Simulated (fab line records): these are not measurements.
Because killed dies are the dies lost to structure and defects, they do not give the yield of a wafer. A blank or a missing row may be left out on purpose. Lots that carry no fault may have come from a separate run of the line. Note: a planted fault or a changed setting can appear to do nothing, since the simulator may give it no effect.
A struck lot beside a sound one / flow n5Finfet / 33 steps out of a route of 1938
Sound: the wafers L452.1, L452.4, L452.5. Struck: wafers L445.4, L445.5, L445.6. The cause is named last.
Order at every step that has rows: each side's tool, ch and its chambers, its first start. Under that, the readings that differ: sound wafers / struck wafers / difference of the means / sigmas: that difference in standard deviations of wafers without a fault.
alike: same words and numbers on both sides, and readings whose means sit less than 2 such deviations apart. not compared: any withheld reading, any reading some wafer has no value for, any bound like >300 that may hide the same value, and any number with overlapping values for which the record gives no deviation.
Wherever a step has rows on one side only, a row that says differs or no value, or a row with sigmas, the two part there. When numbers do not overlap yet have no deviation, they are printed without sigmas and do not part them. A reading that every wafer of one side lacks parts them only if that side has two wafers or more.

first, 9 steps without rows for these wafers: N5_HKMG_FIN_PEB_47 (peb time 60 s); N5_HKMG_FIN_DEVELOP_48 (develop time 30 s); N5_HKMG_FIN_DESCUM_53 (chemistry O2, time 7.9 s); N5_HKMG_FIN_ETCH_54 (etches SiARC in CF4, target depth 45.5 nm, time 75.8 s); N5_HKMG_FIN_ETCH_55 (etches SOC in N2/H2, target depth 240 nm, time 300 s); N5_HKMG_FIN_STRIP_56 (strips in N2/H2); N5_HKMG_FIN_STRIP_57 (strips in CF4); N5_HKMG_FIN_ETCH_58 (etches SOC in N2/H2, target depth 215.8 nm, time 741 s); N5_HKMG_FIN_STRIP_93 (strips SOC in N2/H2, time 20 s).
N5_HKMG_FIN_WET_ETCH_76: etches Al2O3 in dNH4OH, stops on La2O3, target depth 2.25 nm, rinse time 30 s.
  sound on wetBench-05 ch 0,2,4, day 9 01:38; struck on wetBench-06 ch 0,2,6, day 7 10:16
  alike: bathHeatDutyPct
then, 20 steps without rows for these wafers: N5_HKMG_FIN_STRIP_60 (strips in N2/H2, time 360 s); N5_HKMG_FIN_WET_ETCH_77 (etches La2O3 in dHCl, stops on HfO2, target depth 2 nm); N5_HKMG_FIN_WET_ETCH_78 (etches Al2O3 in dNH4OH, stops on La2O3, target depth 4.5 nm, rinse time 30 s); N5_HKMG_FIN_ALD_79 (deposits TiN, target thk 1.5 nm, pulse time 1 s, purge time 3 s); N5_HKMG_FIN_CVD_62 (deposits a-Si from Si2H6, target thk 3 nm, time 20.8 s); N5_HKMG_FIN_RTA_80 (time 2 s); N5_HKMG_FIN_PRECLEAN_64 (cleans in dHF, time 30 s); N5_HKMG_FIN_WET_ETCH_65 (etches a-Si in TMAH, stops on TiN, time 49 s, target depth 3 nm); N5_HKMG_FIN_WET_ETCH_81 (etches TiN in SC1, stops on HfO2, time 57 s, target depth 6 nm); N5_HKMG_FIN_WET_ETCH_82 (etches La2O3 in dHCl, stops on HfO2, target depth 2 nm, rinse time 30 s); N5_HKMG_FIN_ALD_36 (deposits TiN, target thk 1 nm, pulse time 1 s, purge time 3 s); N5_HKMG_FIN_PWFM_ALD_03 (deposits TiN, target thk 2 nm, pulse time 1 s, purge time 3 s); N5_HKMG_FIN_COAT_29 (time 60 s, resist thk 300 nm); N5_HKMG_FIN_COAT_30 (time 60 s, resist thk 35 nm); N5_HKMG_FIN_COAT_06 (resist thk 90 nm); N5_HKMG_FIN_EBR_08; N5_HKMG_FIN_SOFTBAKE_07 (time 60 s); N5_HKMG_FIN_EXPOSE_09 (exposes mask NWFM); N5_HKMG_FIN_PEB_10 (peb time 60 s); N5_HKMG_FIN_DEVELOP_11 (develop time 30 s).
N5_HKMG_FIN_INSPECT_14: inspects for defects (macro).
  sound on defectInspect-01 at day 9 04:28; struck on defectInspect-01 at day 7 12:48
reading=rawDefectCount; sound=2 4 4; struck=>300 >300 >300; difference=differs; sigmas=
then, 1 step without rows for these wafers: N5_HKMG_FIN_DESCUM_17 (chemistry O2, time 7.9 s).
-- here the record skips 9 days between the struck wafers' starts before and after, leaving off in module HKMG_FIN and picking up in module PASSIVATION (first step shown: number 1936 of the route) --
N5_PASSIVATION_PROBE_49:
  only the struck wafers here have rows in the record (prober-02, day 16 14:11); the sound ones have none

== WHERE THEY PART ==
Earliest at N5_HKMG_FIN_INSPECT_14; latest, in this record, at N5_PASSIVATION_PROBE_49.

WHY: what had been put in by the simulator
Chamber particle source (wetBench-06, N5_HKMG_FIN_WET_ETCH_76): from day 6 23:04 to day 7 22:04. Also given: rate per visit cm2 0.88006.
